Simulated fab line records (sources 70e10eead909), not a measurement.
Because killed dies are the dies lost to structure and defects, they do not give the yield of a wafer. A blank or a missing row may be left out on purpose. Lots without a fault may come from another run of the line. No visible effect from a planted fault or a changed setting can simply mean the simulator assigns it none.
Matching of chambers -- flow nand-harc -- 4 sister chambers for NHARC_P_M2_ETCH_35 on rie-diel-01
The step etches the open film in N2/H2, target depth 40 nm, overetch 12 nm, time 43.94 s. 16 wafers are shown with their chamber, then 8 later ones without.

WAFERS PAIRED WITH THEIR CHAMBERS
wafer,chamber,rf-vpp-V (V),oes-product-au (a.u.),n2-flow-sccm (sccm)
L074.2,0,428.1,0.991,150.5
L074.5,0,428.5,0.995,150.3
L074.6,1,431.2,0.991,150.1
L075.1,2,430.2,0.993,149.7
L075.2,0,427.9,1.000,149.8
L075.5,1,433.2,0.997,150.5
L077.1,1,431.6,0.992,149.7
L077.4,3,434.3,1.021,150.3
L077.5,2,429.5,0.990,148.9
L079.2,0,427.4,1.007,149.5
L079.5,0,428.2,1.015,150.1
L079.6,1,432.1,1.010,150.1
L084.1,2,428.4,1.003,149.9
L084.3,3,434.0,1.030,149.8
L084.5,2,428.5,1.003,150.1
L086.4,2,429.4,1.003,149.7

SIGNATURES (means of the wafers above)
reading,chamber 0,chamber 1,chamber 2,chamber 3,scatter within a chamber
rf-vpp-V,428.020,432.025,429.200,434.150,0.66
oes-product-au,1.00160,0.99750,0.99840,1.02550,0.00816
n2-flow-sccm,150.040,150.100,149.660,150.050,0.399
Rule: distance of a wafer from a chamber = root of the sum over the readings of ((wafer's reading minus chamber's mean) / reading's scatter) squared. If the next closest chamber is less than 2 further off than the closest, the wafer can't be placed; otherwise it belongs to the closest. The scatter is the square root of a quotient: the sum, over the shown wafers, of each reading's squared deviation from its chamber's mean, divided by wafers minus chambers.

WAFERS WITHOUT THEIR CHAMBER
wafer,rf-vpp-V (V),oes-product-au (a.u.),n2-flow-sccm (sccm)
L086.5,427.8,1.001,149.7
L086.6,431.7,1.004,150.2
L093.1,429.0,0.993,150.7
L093.4,430.0,1.003,149.9
L093.6,427.8,0.995,150.1
L096.2,432.7,1.009,150.0
L096.3,429.5,1.005,149.5
L096.5,426.6,1.011,149.7

THE CHAMBER EACH PASSED THROUGH
wafer,from the rows above,in truth
L086.5,can't be placed: 0 or 2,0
L086.6,1,1
L093.1,can't be placed: 0 or 2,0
L093.4,can't be placed: 2 or 0 or 1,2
L093.6,can't be placed: 0 or 2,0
L096.2,can't be placed: 1 or 3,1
L096.3,can't be placed: 2 or 0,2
L096.5,can't be placed: 0 or 2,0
1 of 8 placed correctly. Cannot be placed on the basis of these rows: 7; the candidates contain the true chamber in 7. Placed wrongly: 0.
